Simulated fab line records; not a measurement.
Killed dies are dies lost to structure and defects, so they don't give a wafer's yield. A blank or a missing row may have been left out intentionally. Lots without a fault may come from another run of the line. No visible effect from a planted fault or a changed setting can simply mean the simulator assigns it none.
fab line records	flow n5-finfet
record: lots: 5	wafers: 14	last-day: 18
route steps=1938 shown SD_EPI_N@274 SD_EPI_P@295 MOL_CONTACT_COAG@537
lots with no fault: from the same line, run without faults
start-h: start of the lot's first displayed wafer, in hours after the record's first day	wait-h: time in hours since the lot's previous step	" as in the row above	L1.1+2: a row that stands for several wafers	- no value, or no start was given	* or withheld: withheld	< > ~ a bound
route shown NAME@n: names a module that has steps shown in the file, with the first one's number in the route	usual: mean and standard deviation over wafers with no fault	same: alike in all rows	chamber/n: place in a boat	sites: readings site by site	_std_site: their standard deviation	_edge_site: inner sites' mean taken away from outer sites' mean	radius-mm: how far each site lies from the wafer's centre	mask NAME#n: copy n	behind: tool/chamber where the wafer was last shaped	hold: the reason the lot was held/the length of the hold in hours/how it ended	device: the transistor (n, p or np) that didn't switch	end of line: tests of these same wafers at the route's end	a step with no rows: only its recipe	killed: dies that structure and defects cost at the first sort, which is not the same as the wafer's yield	map: dies across one wafer; x = killed, . = not, _ = none there
set.NAME: the setting the step ran with; set.NAME@STEP: the setting that earlier step ran with	model.NAME: the simulator's own value behind a step, which no gauge read
certain route steps with their lots: each step a table, each wafer a row
services: from which hour (start-h, from the record's first day; less than 0 if before it) a tool's chamber was out of use, for how many hours, and why
== steps ==
step: N5_SD_EPI_N_ETCH_34
recipe: chemistry: CF4	target: SiARC	target-depth-a: 455	mask-material: CAR-ArF-block	time-s: 75.8	ion-energy-ev: 80	pressure-mtorr: 40	source-w: 545	bias-w: 36	Ar_flow_sccm: 100	cf4-flow-sccm: 100	ends: cleared
step: N5_SD_EPI_N_ETCH_35
recipe: chemistry: N2/H2	target: SOC	overetch-a: 1080	mask-material: SiARC	temp-c: 40	ion-energy-ev: 100	source-w: 3000	bias-w: 133	pressure-mtorr: 20	time-s: 486	n2-flow-sccm: 200	h2-flow-sccm: 200
usual: drypump-motor-current-A: 5.4/0.43	n2-flow-sccm: 199.9/0.65	oes-product-au: 0.73/0.056	rf-vpp-V: 241.3/1.4	showerhead-plenum-p-Torr: 2.59/0.078	throttle-valve-pct: 23.9/0.43
lot.wafer	tool	chamber	start-h	wait-h	drypump-motor-current-A	n2-flow-sccm	oes-product-au	rf-hours-counter-h	rf-vpp-V	showerhead-plenum-p-Torr	throttle-valve-pct
L224.4	rie-diel-02	0	48.33	0.0	4.9	200.2	0.72	112	241.3	2.57	24.0
L224.5	"	0	"	"	4.9	199.4	0.71	-	241.4	2.57	24.0
L224.6	"	1	"	"	5.0	200.1	0.76	-	240.5	2.71	23.9
L228.1	rie-diel-02	0	74.49	0.0	4.9	200.0	0.70	121	239.8	2.57	24.0
L228.3	"	3	"	"	5.2	200.6	0.71	99	241.0	2.58	23.9
L228.6	"	3	"	"	5.2	200.4	0.70	-	241.3	2.58	23.9
L230.3	rie-diel-05	0	87.20	0.0	5.4	200.4	0.83	19	239.1	2.47	24.1
L230.4	"	1	"	"	5.6	199.6	0.71	102	241.1	2.64	22.9
L230.6	"	3	"	"	5.1	200.2	0.79	-	240.6	2.61	24.4
L234.2	rie-diel-02	3	112.05	0.0	5.2	198.7	0.69	111	240.0	2.57	23.9
L234.3	"	0	"	"	4.9	200.0	0.70	134	239.6	2.56	24.0
L234.5	"	3	"	"	5.2	200.2	0.69	-	240.6	2.57	23.9
L246.5	rie-diel-02	2	187.72	0.2	6.4	199.9	0.75	-	242.8	2.65	23.4
L246.6	"	0	"	"	4.9	200.0	0.68	-	240.8	2.55	24.0
step: N5_SD_EPI_N_STRIP_36
recipe: chemistry: N2/H2	temp-c: 40	n2-flow-sccm: 200	h2-flow-sccm: 200	rf-frequency-hz: 6e+07
step: N5_SD_EPI_N_ETCHBACK_44
recipe: chemistry: CH3F/O2	mode: anisotropic-etchback	target: SiNx	target-depth-a: 145	stop-on: SiO2	over-etch-frac: 0.3	ion-energy-ev: 120	pressure-mtorr: 30	source-w: 395	bias-w: 73	Ar_flow_sccm: 150	CH3F_flow_sccm: 30	O2_flow_sccm: 20
step: N5_SD_EPI_N_ETCH_45
recipe: chemistry: CH3F/O2	target: SiOCN	target-depth-a: 60	mask-material: SOC	ion-energy-ev: 60	bias-w: 29	pressure-mtorr: 15	source-w: 410	Ar_flow_sccm: 150	CH3F_flow_sccm: 30	O2_flow_sccm: 20
usual: drypump-motor-current-A: 5.4/0.43	oes-product-au: 0.81/0.069	rf-vpp-V: 127.8/0.96	showerhead-plenum-p-Torr: 2.03/0.071	throttle-valve-pct: 23.29/0.24
lot.wafer	tool	chamber	start-h	wait-h	drypump-motor-current-A	oes-product-au	rf-hours-counter-h	rf-vpp-V	showerhead-plenum-p-Torr	throttle-valve-pct
L224.4	rie-diel-02	0	48.75	0.1	4.9	0.82	113	128.5	1.99	23.11
L224.5	"	0	"	"	4.9	0.81	-	128.4	1.99	23.12
L224.6	"	1	"	"	5.0	0.82	-	128.3	2.13	23.39
L228.1	rie-diel-02	0	74.91	0.1	4.9	0.80	121	127.3	1.98	23.12
L228.3	"	3	"	"	5.2	0.81	99	127.5	2.02	23.30
L228.6	"	3	"	"	5.2	0.81	-	126.0	2.02	23.30
L230.3	rie-diel-05	0	87.62	0.1	5.4	0.97	19	127.8	1.96	23.47
L230.4	"	1	"	"	5.6	0.81	102	129.4	2.10	22.79
L230.6	"	3	"	"	5.1	0.89	-	126.8	2.02	23.30
L234.2	rie-diel-02	3	112.47	0.1	5.2	0.80	111	128.3	2.01	23.31
L234.3	"	0	"	"	4.8	0.79	134	129.3	1.98	23.13
L234.5	"	3	"	"	5.2	0.80	-	129.2	2.01	23.31
L246.5	rie-diel-02	2	188.04	0.1	6.3	0.83	-	127.1	2.13	23.47
L246.6	"	0	"	"	4.9	0.76	-	126.8	1.97	23.19
step: N5_SD_EPI_N_ETCH_16
recipe: chemistry: CHF3/O2	target: SiO2	target-depth-a: 50	mask-material: SOC	pressure-mtorr: 30	source-w: 650	bias-w: 170	Ar_flow_sccm: 200	CHF3_flow_sccm: 50	O2_flow_sccm: 5	ion-energy-ev: 200
usual: drypump-motor-current-A: 5.4/0.43	oes-product-au: 0.81/0.069	rf-vpp-V: 530/10	showerhead-plenum-p-Torr: 2.45/0.082	throttle-valve-pct: 18.85/0.21
lot.wafer	tool	chamber	start-h	wait-h	drypump-motor-current-A	oes-product-au	rf-hours-counter-h	rf-vpp-V	showerhead-plenum-p-Torr	throttle-valve-pct
L224.4	rie-diel-02	0	48.85	0.1	4.9	0.81	113	542	2.40	18.61
L224.5	"	0	"	"	4.9	0.81	-	541	2.40	18.61
L224.6	"	1	"	"	5.0	0.83	-	527	2.57	18.88
L228.1	rie-diel-02	0	75.01	0.1	4.9	0.80	121	540	2.39	18.63
L228.3	"	3	"	"	5.2	0.81	99	523	2.43	18.92
L228.6	"	3	"	"	5.2	0.81	-	523	2.43	18.90
L230.3	rie-diel-05	0	87.72	0.1	5.4	0.98	19	517	2.37	18.96
L230.4	"	1	"	"	5.6	0.80	102	547	2.54	18.50
L230.6	"	3	"	"	5.1	0.88	-	537	2.44	18.85
L234.2	rie-diel-02	3	112.57	0.1	5.2	0.80	111	525	2.43	18.95
L234.3	"	0	"	"	4.9	0.79	134	542	2.39	18.65
L234.5	"	3	"	"	5.2	0.80	-	523	2.43	18.92
L246.5	rie-diel-02	2	188.11	0.0	6.4	0.84	-	515	2.56	18.93
L246.6	"	0	"	"	4.9	0.76	-	542	2.38	18.67
step: N5_SD_EPI_N_STRIP_47
recipe: chemistry: CHF3/O2	resist: SiARC	rf-frequency-hz: 6e+07
step: N5_SD_EPI_N_SD_RECESS_17
recipe: chemistry: HBr/Cl2/O2	target-depth-a: 410	mask-material: SOC	time-s: 23.7	bt-time-s: 3	pressure-mtorr: 10	icp-w: 800	bias-w: 112	HBr_flow_sccm: 150	Cl2_flow_sccm: 80	O2_flow_sccm: 12
usual: drypump-motor-current-A: 5.9/0.38	he-backside-leak-sccm: 2.8/0.47	oes-product-au: 1.008/0.013	throttle-valve-pct: 36.9/0.3
lot.wafer	tool	chamber	start-h	wait-h	drypump-motor-current-A	he-backside-leak-sccm	oes-product-au	rf-hours-counter-h	throttle-valve-pct
L224.4	rie-si-05	0	48.92	0.0	6.1	2.3	1.014	2	37.2
L224.5	"	3	"	"	5.7	3.0	1.028	-	36.7
L224.6	"	2	"	"	6.2	3.0	1.007	-	36.6
L228.1	rie-si-03	2	75.08	0.0	6.0	2.6	1.017	142	36.9
L228.3	"	0	"	"	6.4	3.5	1.006	198	36.7
L228.6	"	0	"	"	6.3	3.6	1.012	-	36.7
L230.3	rie-si-05	0	87.79	0.0	6.1	2.3	1.017	3	37.2
L230.4	"	1	"	"	5.7	4.4	1.012	22	36.7
L230.6	"	2	"	"	6.2	3.2	1.005	-	36.6
L234.2	rie-si-02	0	112.64	0.0	6.1	2.7	0.990	172	37.1
L234.3	"	1	"	"	5.8	2.6	0.999	61	36.5
L234.5	"	0	"	"	6.1	2.4	0.983	-	37.1
L246.5	rie-si-05	1	188.20	0.1	5.7	2.4	0.997	-	36.7
L246.6	"	0	"	"	6.1	2.3	1.008	-	37.2
step: N5_SD_EPI_N_STRIP_38
recipe: chemistry: N2/H2	power-w: 1000	temp-c: 250	h2-frac: 0.65	overash-fraction: 0.3	pressure-mtorr: withheld	n2-flow-sccm: 1750	h2-flow-sccm: 3250
step: N5_SD_EPI_N_WET_ETCH_43
recipe: chemistry: dHF	dilution: withheld	time-s: 14	target: SiO2	target-depth-a: 15	temp-c: 25
step: N5_SD_EPI_N_STRIP_18
recipe: chemistry: SPM	time-s: 750	temp-c: 130	h2so4-h2o2-vol-ratio: 4
step: N5_SD_EPI_N_SRD_20
recipe: dry: ipa-marangoni	do-ppb: 5	time-s: 30	temp-c: 23	rinse-liquid: diw
step: N5_SD_EPI_N_PRECLEAN_48
recipe: chemistry: NF3:NH3	afs-cycles: 2	temp-c: 30	time-s: 20	sublimation-temp-c: 180	sublimation-time-s: 60	pressure-torr: 3	rf-power-w: 30
usual: chamber-pressure-Torr: 3.001/0.0059	susceptor-temp-C: 30.00/0.11
lot.wafer	tool	chamber	start-h	wait-h	chamber-pressure-Torr	susceptor-temp-C
L224.4	epi-rpcvd-02	0	49.55	0.2	2.996	30.02
L224.5	"	0	"	"	2.995	30.07
L224.6	"	0	"	"	3.005	30.10
L228.1	epi-rpcvd-01	0	75.53	0.0	3.004	29.95
L228.3	"	0	"	"	3.003	29.92
L228.6	"	0	"	"	3.000	29.88
L230.3	epi-rpcvd-01	0	88.47	0.2	3.008	30.05
L230.4	"	0	"	"	2.994	30.17
L230.6	"	0	"	"	3.004	30.17
L234.2	epi-rpcvd-03	0	113.15	0.1	2.994	30.05
L234.3	"	0	"	"	3.000	30.05
L234.5	"	0	"	"	3.002	29.97
L246.5	epi-rpcvd-03	0	188.85	0.3	3.011	30.04
L246.6	"	0	"	"	3.016	-
step: N5_SD_EPI_N_VAPOR_ETCH_50
recipe: chemistry: HCl	target: Si	temp-c: 775	time-s: 54	pressure-torr: 20	mode: isotropic
step: N5_SD_EPI_N_EPI_21
recipe: material: Si:P	dopant: P	temp-c: 680	pressure-torr: 255	time-s: 690
usual: chamber-pressure-Torr: 255.1/0.62	lamp-inner-pct: 15.9/0.44	susceptor-temp-C: 680.02/0.28
same: epi-growth-time-s: 690
lot.wafer	tool	chamber	start-h	wait-h	chamber-pressure-Torr	lamp-inner-pct	susceptor-temp-C	model.Si-P_of_SD_EPI_N_EPI_21.thk-nm
L224.4	epi-rpcvd-02	0	50.75	0.9	255.8	15.5	679.80	58.8
L224.5	"	0	"	"	254.6	15.8	679.69	58.8
L224.6	"	0	"	"	255.2	15.4	680.19	58.6
L228.1	epi-rpcvd-01	0	76.25	0.2	256.2	16.3	679.93	59.8
L228.3	"	0	"	"	255.3	16.4	679.56	60.8
L228.6	"	0	78.12	1.9	254.3	16.3	680.01	60.6
L230.3	epi-rpcvd-01	0	89.45	0.7	254.7	16.3	679.76	58.4
L230.4	"	0	"	"	253.5	16.4	679.88	58.6
L230.6	"	0	"	"	255.4	16.3	679.67	58.2
L234.2	epi-rpcvd-03	0	113.91	0.4	254.6	15.3	679.68	59
L234.3	"	0	"	"	255.1	15.5	679.62	58.8
L234.5	"	0	"	"	254.5	15.5	679.79	59.8
L246.5	epi-rpcvd-03	0	190.27	1.1	254.5	15.5	680.24	59
L246.6	"	0	"	"	255.5	15.5	680.19	17.2
step: N5_SD_EPI_N_EPI_MEAS_23
recipe: mode: xrd
usual: thk-nm: 59.0/1.2
lot.wafer	tool	chamber	start-h	wait-h	thk-nm
L224.4	film-metro-01	-	51.63	0.6	59.2
L224.5	"	-	"	"	58.4
L224.6	"	-	"	"	58.1
L228.1	film-metro-01	-	78.53	1.9	60.3
L228.3	"	-	"	"	61.3
L228.6	"	-	"	"	60.9
L230.3	film-metro-02	-	90.61	0.9	57.6
L230.4	"	-	"	"	57.1
L230.6	"	-	"	"	58.9
L234.2	film-metro-01	-	115.36	1.2	59.0
L234.3	"	-	"	"	59.4
L234.5	"	-	"	"	61.3
L246.5	film-metro-01	-	190.87	0.3	60.4
L246.6	"	-	"	"	17.0
step: N5_SD_EPI_N_PRECLEAN_24
recipe: chemistry: O3/DIW	time-s: 60	temp-c: 22	o3-ppm: 10
step: N5_SD_EPI_N_SRD_25
recipe: time-s: 30	temp-c: 23	rinse-liquid: diw	dry: ipa-marangoni
step: N5_SD_EPI_N_PRECLEAN_49
recipe: chemistry: NF3:NH3	afs-cycles: 1	temp-c: 30	time-s: 20	sublimation-temp-c: 180	sublimation-time-s: 60	pressure-torr: 3	rf-power-w: 30
step: N5_SD_EPI_N_LINER_46
recipe: material: SiNx	target-thk-a: 30	temp-c: 400	ald-precursor-family: SiH2I2	ald-co-reactant: N2/H2-plasma	pressure-torr: 2
step: N5_SD_EPI_N_INSPECT_26
recipe: inspect-instrument: darkfield	mode: post-epi
usual: raw-defect-count: 195/40
lot.wafer	tool	chamber	start-h	wait-h	raw-defect-count
L224.4	defect-inspect-02	-	52.77	0.1	180
L224.5	"	-	"	"	227
L224.6	"	-	"	"	268
L228.1	defect-inspect-01	-	80.00	0.1	137
L228.3	"	-	"	"	148
L228.6	"	-	"	"	185
L230.3	defect-inspect-01	-	91.25	0.1	204
L230.4	"	-	"	"	240
L230.6	"	-	"	"	314
L234.2	defect-inspect-02	-	116.03	0.1	193
L234.3	"	-	"	"	158
L234.5	"	-	"	"	250
L246.5	defect-inspect-01	-	191.88	0.0	199
L246.6	"	-	"	"	244
step: N5_SD_EPI_P_COAT_34
recipe: resist: SOC	temp-c: 250	time-s: 60	spin-rpm: 1500	resist-thk-nm: 350
step: N5_SD_EPI_P_COAT_35
recipe: resist: SiARC	temp-c: 220	time-s: 60	spin-rpm: 1500	resist-thk-nm: 35
step: N5_SD_EPI_P_COAT_03
recipe: resist: CAR-ArF-block	spin-rpm: 1500	resist-thk-nm: 150
step: N5_SD_EPI_P_EBR_05
recipe: solvent: PGMEA	ebr-width-mm: 1.5
step: N5_SD_EPI_P_SOFTBAKE_04
recipe: temp-c: 110	time-s: 60	resist: CAR-ArF-block
step: N5_SD_EPI_P_EXPOSE_06
recipe: mask-id: SD_P_BLK	na: 1.35	source-shape: conventional	sigma-outer: 0.8	polarization: unpolarized	target-cd-nm: 240	dose-mj: 39.5
step: N5_SD_EPI_P_PEB_07
recipe: peb-temp-c: 110	peb-time-s: 60	resist: CAR-ArF-block
step: N5_SD_EPI_P_DEVELOP_08
recipe: develop-time-s: 30	developer: TMAH	resist: CAR-ArF-block	dev-temp-c: 23	rinse-liquid: diw	dry: air-spin
step: N5_SD_EPI_P_CD_MEAS_09
recipe: target-cd-nm: 240	landing-energy-ev: 500	detector: se-inlens
usual: cd-nm: 239.8/0.93
same: landing-energy-ev: 500
lot.wafer	tool	chamber	start-h	wait-h	cd-nm
L224.4	cd-sem-02	0	53.05	-	239.0
L224.5	"	0	"	"	239.4
L224.6	"	0	"	"	239.9
L228.1	cd-sem-01	0	80.40	-	240.7
L228.3	"	0	"	"	239.0
L228.6	"	0	"	"	239.9
L230.3	cd-sem-03	0	91.65	-	239.4
L230.4	"	0	"	"	240.8
L230.6	"	0	"	"	240.8
L234.2	cd-sem-03	0	116.43	-	241.5
L234.3	"	0	"	"	239.6
L234.5	"	0	"	"	240.0
L246.5	cd-sem-03	0	192.29	-	240.6
L246.6	"	0	"	"	241.3
step: N5_SD_EPI_P_OVL_MEAS_10
recipe: points-per-wafer: 44
usual: SD_P_BLK_OVL: -0.5/0.78
lot.wafer	tool	chamber	start-h	wait-h	SD_P_BLK_OVL[nm]
L224.4	overlay-01	0	53.07	0.0	-0.6
L224.5	"	0	"	"	0.3
L224.6	"	0	"	"	-0.3
L228.1	overlay-02	0	80.43	0.0	0.7
L228.3	"	0	"	"	0.6
L228.6	"	0	"	"	-1.4
L230.3	overlay-01	0	91.67	0.0	-0.5
L230.4	"	0	"	"	-1.7
L230.6	"	0	"	"	-1.1
L234.2	overlay-01	0	116.46	0.0	-0.4
L234.3	"	0	"	"	-1.3
L234.5	"	0	"	"	-1.6
L246.5	overlay-02	0	192.31	0.0	-2.0
L246.6	"	0	"	"	-0.2
step: N5_SD_EPI_P_INSPECT_11
recipe: mode: adi	inspect-instrument: macro
usual: raw-defect-count: 1.9/1.4
lot.wafer	tool	chamber	start-h	wait-h	raw-defect-count
L224.4	defect-inspect-01	-	53.10	0.0	3
L224.5	"	-	"	"	1
L224.6	"	-	"	"	1
L228.1	defect-inspect-02	-	80.45	0.0	0
L228.3	"	-	"	"	1
L228.6	"	-	"	"	1
L230.3	defect-inspect-01	-	91.70	0.0	2
L230.4	"	-	"	"	1
L230.6	"	-	"	"	1
L234.2	defect-inspect-01	-	116.49	0.0	2
L234.3	"	-	"	"	4
L234.5	"	-	"	"	1
L246.5	defect-inspect-01	-	192.34	0.0	5
L246.6	"	-	"	"	3
step: N5_SD_EPI_P_DESCUM_14
recipe: chemistry: O2	time-s: 7.9	source-power-w: 50	bias-power-w: 20	pressure-mtorr: 20	rf-frequency-hz: 2.712e+07	temp-c: 40	resist: CAR-ArF-block	o2-flow-sccm: 225
step: N5_SD_EPI_P_ETCH_36
recipe: chemistry: CF4	target: SiARC	target-depth-a: 455	mask-material: CAR-ArF-block	time-s: 75.8	ion-energy-ev: 80	pressure-mtorr: 40	source-w: 545	bias-w: 36	Ar_flow_sccm: 100	cf4-flow-sccm: 100	ends: cleared
usual: drypump-motor-current-A: 5.9/0.32	etch-rf-on-time-s: 76.8/2.9	oes-product-au: 0.65/0.063	rf-vpp-V: 183.8/1.3	showerhead-plenum-p-Torr: 2.12/0.082	throttle-valve-pct: 15.59/0.2
lot.wafer	tool	chamber	start-h	wait-h	drypump-motor-current-A	etch-rf-on-time-s	oes-product-au	rf-hours-counter-h	rf-vpp-V	showerhead-plenum-p-Torr	throttle-valve-pct
L224.4	rie-diel-03	3	53.71	0.0	5.5	77.3	0.61	-	182.9	2.04	15.47
L224.5	"	1	"	"	5.6	73.0	0.66	-	181.6	2.06	15.85
L224.6	"	2	"	"	6.6	76.5	0.60	-	183.7	2.13	15.57
L228.1	rie-diel-04	1	80.52	0.0	6.1	81.8	0.64	134	185.3	2.23	15.41
L228.3	"	2	"	"	6.1	78.2	0.60	216	185.7	2.21	15.89
L228.6	"	1	"	"	6.2	82.5	0.63	-	185.2	2.23	15.43
L230.3	rie-diel-04	1	91.77	0.0	6.2	81.6	0.63	138	186.1	2.23	15.43
L230.4	"	0	"	"	5.4	74.4	0.67	-	184.2	2.06	15.39
L230.6	"	1	"	"	6.2	81.4	0.63	-	184.5	2.23	15.43
L234.2	rie-diel-04	0	116.56	0.0	5.4	75.4	0.66	144	183.4	2.06	15.42
L234.3	"	1	"	"	6.2	82.2	0.62	146	185.2	2.23	15.46
L234.5	"	1	"	"	6.2	82.0	0.62	-	185.8	2.23	15.45
L246.5	rie-diel-06	3	192.74	0.0	5.9	75.5	0.66	-	183.8	2.08	15.72
L246.6	"	2	"	"	5.9	79.4	0.57	-	185.1	2.19	15.72
step: N5_SD_EPI_P_ETCH_37
recipe: chemistry: N2/H2	target: SOC	overetch-a: 1080	mask-material: SiARC	temp-c: 40	ion-energy-ev: 100	source-w: 3000	bias-w: 133	pressure-mtorr: 20	time-s: 486	n2-flow-sccm: 200	h2-flow-sccm: 200	ends: end-point
step: N5_SD_EPI_P_STRIP_38
recipe: chemistry: N2/H2	temp-c: 40	n2-flow-sccm: 200	h2-flow-sccm: 200	rf-frequency-hz: 6e+07
step: N5_SD_EPI_P_ETCHBACK_46
recipe: chemistry: CH3F/O2	mode: anisotropic-etchback	target: SiNx	target-depth-a: 175	stop-on: SiO2	over-etch-frac: 0.3	ion-energy-ev: 120	pressure-mtorr: 30	source-w: 395	bias-w: 73	Ar_flow_sccm: 150	CH3F_flow_sccm: 30	O2_flow_sccm: 20
step: N5_SD_EPI_P_ETCH_47
recipe: chemistry: CH3F/O2	target: SiOCN	target-depth-a: 250	mask-material: SOC	ion-energy-ev: 60	bias-w: 29	pressure-mtorr: 30	source-w: 410	Ar_flow_sccm: 150	CH3F_flow_sccm: 30	O2_flow_sccm: 20
step: N5_SD_EPI_P_ETCH_16
recipe: chemistry: CHF3/O2	target: SiO2	target-depth-a: 50	mask-material: SOC	pressure-mtorr: 30	source-w: 650	bias-w: 170	Ar_flow_sccm: 200	CHF3_flow_sccm: 50	O2_flow_sccm: 5	ion-energy-ev: 200
step: N5_SD_EPI_P_STRIP_50
recipe: chemistry: CHF3/O2	resist: SiARC	rf-frequency-hz: 6e+07
step: N5_SD_EPI_P_SD_RECESS_17
recipe: chemistry: HBr/Cl2/O2	target-depth-a: 391	bt-time-s: 3	pressure-mtorr: 10	icp-w: 800	bias-w: 112	HBr_flow_sccm: 150	Cl2_flow_sccm: 80	O2_flow_sccm: 12
step: N5_SD_EPI_P_WET_ETCH_45
recipe: chemistry: dHF	dilution: withheld	time-s: 10.7	target: SiO2	target-depth-a: 20	temp-c: 25	dry: ipa-marangoni	rinse-time-s: 30	rinse-temp-c: 23
step: N5_MOL_CONTACT_COAG_ETCH_15
recipe: chemistry: CH3F/O2	target: SiNx	target-depth-a: 70	mask-material: SOC	stop-on: Si:P	over-etch-frac: 0.75	ion-energy-ev: 120	pressure-mtorr: 30	source-w: 395	bias-w: 73	Ar_flow_sccm: 150	CH3F_flow_sccm: 30	O2_flow_sccm: 20
usual: drypump-motor-current-A: 5.4/0.43	oes-product-au: 0.59/0.043	rf-vpp-V: 301/5.8	showerhead-plenum-p-Torr: 2.04/0.072	throttle-valve-pct: 16.30/0.21
same: over-etch-frac: 0.75
lot.wafer	tool	chamber	start-h	wait-h	drypump-motor-current-A	oes-product-au	rf-hours-counter-h	rf-vpp-V	showerhead-plenum-p-Torr	throttle-valve-pct	model.Si-P_of_SD_EPI_N_EPI_21.thk-nm
L224.4	rie-diel-02	0	87.87	0.0	4.9	0.57	126	308	1.99	16.13	58
L224.5	"	0	"	"	4.9	0.57	-	307	1.99	16.12	57.8
L224.6	"	1	"	"	5.0	0.61	-	298	2.13	16.27	57.6
L228.1	rie-diel-02	2	116.91	0.0	6.4	0.63	37	291	2.14	16.32	59
L228.3	"	3	"	"	5.2	0.57	113	298	2.02	16.40	59.8
L228.6	"	3	"	"	5.2	0.57	-	298	2.02	16.41	59.8
L230.3	rie-diel-02	0	131.93	0.0	4.9	0.57	142	307	1.98	16.14	57.6
L230.4	"	2	"	"	6.3	0.63	42	293	2.14	16.34	57.8
L230.6	"	1	"	"	5.0	0.59	-	298	2.12	16.30	57.4
L234.2	rie-diel-02	3	149.39	0.0	5.2	0.56	126	297	2.01	16.42	58.2
L234.3	"	0	"	"	4.9	0.56	148	309	1.98	16.15	58
L234.5	"	3	"	"	5.2	0.56	-	298	2.01	16.43	58.8
L246.5	rie-diel-01	1	230.29	0.0	5.7	0.62	-	306	2.12	16.55	58
L246.6	"	0	"	"	6.0	0.70	-	308	2.11	16.02	16.8
== services ==
tool	chamber	start-h	hours	kind
epi-rpcvd-03	-	31.66	8.1	pm
epi-rpcvd-03	-	39.98	2.8	pm
rie-diel-05	0	53.76	11.6	repair
epi-rpcvd-03	-	55.33	7.2	repair
rie-si-02	2	57.92	4.5	repair
rie-si-02	0	63.29	2.6	repair
epi-rpcvd-02	-	63.91	2.2	repair
rie-diel-04	0	66.29	10.2	repair
epi-rpcvd-01	-	81.29	0.5	pm
rie-si-02	-	87.36	2.8	pm
rie-diel-04	2	90.08	1.8	repair
rie-si-05	3	92.08	9.7	repair
rie-diel-03	3	92.22	7.2	repair
rie-diel-05	-	112.03	4.3	pm
rie-diel-02	2	136.70	8.8	repair
rie-diel-04	-	136.74	2.8	pm
rie-diel-02	-	154.74	14.6	pm
rie-diel-04	2	157.46	2.1	repair
rie-diel-05	2	159.38	5.2	repair
rie-si-05	0	161.35	3.6	repair
rie-diel-02	1	170.92	3.2	repair
epi-rpcvd-02	-	179.86	2.6	repair
rie-diel-02	-	201.05	2.8	pm
rie-diel-04	0	209.83	5.8	repair
== key ==
first-sign: step: N5_SD_EPI_N_EPI_MEAS_23	reading: thk-nm	direction: down	sigmas: 36	usual: *	struck: *
effect none on later readings
model-effect: step: N5_SD_EPI_N_EPI_21	value: Si-P_of_SD_EPI_N_EPI_21.thk-nm	without: 60	struck: 17.2
model-effect: step: N5_MOL_CONTACT_COAG_ETCH_15	value: Si-P_of_SD_EPI_N_EPI_21.thk-nm	without: 59.2	struck: 16.8
met-at N5_SD_EPI_N_PRECLEAN_48
struck-wafers L246.6
sort-left-out L246.6
tester-left-out L246
onset-between 113.15 188.85
fault: kind: process-parameter-drift	tool: epi-rpcvd-03	chamber: -	onset-h: 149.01	steps: N5_SD_EPI_N_PRECLEAN_48	channel: time-s	offset: *	shape: step	end-h: 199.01	scope: struck-wafers-only	acts-in: *	stated: *
tester-left-out: of these lots the tester's yield and bins aren't shown, on N5 and GAA mostly nor the transistor test; their killed dies are dies lost to structure and defects alone, not to doping, threshold or leakage, so they don't give the yield
sort-left-out: the simulated sort isn't trusted on such a fault, so these wafers' sort isn't shown, and their yield isn't known
